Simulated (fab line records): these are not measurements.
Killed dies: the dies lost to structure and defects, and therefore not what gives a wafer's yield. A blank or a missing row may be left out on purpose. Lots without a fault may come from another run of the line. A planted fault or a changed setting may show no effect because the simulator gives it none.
Chamber matching || flow n5_finfet || 4 sister chambers for N5_FIN_SAQP_SPACER1_ALD_24 on ald_sin-03
The step deposits SiO2, target thk 20.3 nm, pulse time 1 s, purge time 2 s. 24 wafers are shown with their chamber, then 12 later ones without.

WAFERS PAIRED WITH THEIR CHAMBERS
{"wafer": "L075.1", "chamber": 2, "heater_power_w (W)": 493, "precursor_pulse_height_rel": 1.016}
{"wafer": "L075.4", "chamber": 3, "heater_power_w (W)": 504, "precursor_pulse_height_rel": 0.980}
{"wafer": "L075.5", "chamber": 2, "heater_power_w (W)": 486, "precursor_pulse_height_rel": 0.983}
{"wafer": "L076.2", "chamber": 0, "heater_power_w (W)": 442, "precursor_pulse_height_rel": 0.990}
{"wafer": "L076.5", "chamber": 1, "heater_power_w (W)": 441, "precursor_pulse_height_rel": 1.029}
{"wafer": "L076.6", "chamber": 2, "heater_power_w (W)": 491, "precursor_pulse_height_rel": 1.030}
{"wafer": "L079.2", "chamber": 2, "heater_power_w (W)": 480, "precursor_pulse_height_rel": 1.010}
{"wafer": "L079.3", "chamber": 3, "heater_power_w (W)": 496, "precursor_pulse_height_rel": 0.995}
{"wafer": "L079.4", "chamber": 0, "heater_power_w (W)": 435, "precursor_pulse_height_rel": 1.002}
{"wafer": "L080.2", "chamber": 3, "heater_power_w (W)": 494, "precursor_pulse_height_rel": 1.017}
{"wafer": "L080.4", "chamber": 2, "heater_power_w (W)": 494, "precursor_pulse_height_rel": 0.985}
{"wafer": "L080.5", "chamber": 2, "heater_power_w (W)": 499, "precursor_pulse_height_rel": 1.001}
{"wafer": "L081.1", "chamber": 2, "heater_power_w (W)": 492, "precursor_pulse_height_rel": 0.989}
{"wafer": "L081.2", "chamber": 0, "heater_power_w (W)": 434, "precursor_pulse_height_rel": 1.026}
{"wafer": "L081.6", "chamber": 1, "heater_power_w (W)": 457, "precursor_pulse_height_rel": 0.988}
{"wafer": "L083.1", "chamber": 3, "heater_power_w (W)": 504, "precursor_pulse_height_rel": 1.026}
{"wafer": "L083.2", "chamber": 0, "heater_power_w (W)": 435, "precursor_pulse_height_rel": 1.021}
{"wafer": "L083.3", "chamber": 1, "heater_power_w (W)": 453, "precursor_pulse_height_rel": 1.003}
{"wafer": "L083.4", "chamber": 2, "heater_power_w (W)": 499, "precursor_pulse_height_rel": 0.981}
{"wafer": "L083.5", "chamber": 2, "heater_power_w (W)": 493, "precursor_pulse_height_rel": 1.009}
{"wafer": "L083.6", "chamber": 3, "heater_power_w (W)": 497, "precursor_pulse_height_rel": 0.940}
{"wafer": "L085.2", "chamber": 3, "heater_power_w (W)": 501, "precursor_pulse_height_rel": 0.993}
{"wafer": "L085.3", "chamber": 2, "heater_power_w (W)": 483, "precursor_pulse_height_rel": 0.996}
{"wafer": "L085.6", "chamber": 3, "heater_power_w (W)": 491, "precursor_pulse_height_rel": 0.990}

SIGNATURES (means of the wafers above)
{"reading": "heater_power_w", "chamber 0": 436.50, "chamber 1": 450.33, "chamber 2": 491.00, "chamber 3": 498.14, "scatter within a chamber": 5.86}
{"reading": "precursor_pulse_height_rel", "chamber 0": 1.00975, "chamber 1": 1.00667, "chamber 2": 1.00000, "chamber 3": 0.99157, "scatter within a chamber": 0.0208}
Rule: a wafer's distance from a chamber is the root of the sum, over the readings, of the square of ((its reading less the chamber's mean) divided by the reading's scatter). If the next closest chamber is less than 2 further off than the closest, the wafer can't be placed; otherwise it belongs to the closest. The scatter is the square root of a quotient: the sum, over the shown wafers, of each reading's squared deviation from its chamber's mean, divided by wafers minus chambers.

WAFERS WHOSE CHAMBER IS MISSING
{"wafer": "L086.3", "heater_power_w (W)": 506, "precursor_pulse_height_rel": 0.991}
{"wafer": "L086.5", "heater_power_w (W)": 484, "precursor_pulse_height_rel": 0.993}
{"wafer": "L086.6", "heater_power_w (W)": 452, "precursor_pulse_height_rel": 1.024}
{"wafer": "L087.1", "heater_power_w (W)": 463, "precursor_pulse_height_rel": 0.995}
{"wafer": "L087.2", "heater_power_w (W)": 432, "precursor_pulse_height_rel": 0.980}
{"wafer": "L087.6", "heater_power_w (W)": 464, "precursor_pulse_height_rel": 0.986}
{"wafer": "L095.1", "heater_power_w (W)": 450, "precursor_pulse_height_rel": 1.013}
{"wafer": "L095.3", "heater_power_w (W)": 496, "precursor_pulse_height_rel": 0.970}
{"wafer": "L095.6", "heater_power_w (W)": 490, "precursor_pulse_height_rel": 0.995}
{"wafer": "L096.1", "heater_power_w (W)": 450, "precursor_pulse_height_rel": 0.978}
{"wafer": "L096.5", "heater_power_w (W)": 494, "precursor_pulse_height_rel": 1.016}
{"wafer": "L096.6", "heater_power_w (W)": 494, "precursor_pulse_height_rel": 0.998}

CHAMBER TAKEN BY EACH
{"wafer": "L086.3", "from the rows above": "can't be placed: 3 or 2", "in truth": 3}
{"wafer": "L086.5", "from the rows above": "can't be placed: 2 or 3", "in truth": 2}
{"wafer": "L086.6", "from the rows above": "can't be placed: 1 or 0", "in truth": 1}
{"wafer": "L087.1", "from the rows above": 1, "in truth": 1}
{"wafer": "L087.2", "from the rows above": "can't be placed: 0 or 1", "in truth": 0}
{"wafer": "L087.6", "from the rows above": 1, "in truth": 1}
{"wafer": "L095.1", "from the rows above": 1, "in truth": 1}
{"wafer": "L095.3", "from the rows above": "can't be placed: 3 or 2", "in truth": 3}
{"wafer": "L095.6", "from the rows above": "can't be placed: 2 or 3", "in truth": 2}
{"wafer": "L096.1", "from the rows above": "can't be placed: 1 or 0", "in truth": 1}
{"wafer": "L096.5", "from the rows above": "can't be placed: 2 or 3", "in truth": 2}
{"wafer": "L096.6", "from the rows above": "can't be placed: 2 or 3", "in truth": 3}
Correct placement for 3 of the 12. Not placeable from these rows: 9 (in 9, the candidates include the true chamber). Number placed wrongly: 0.
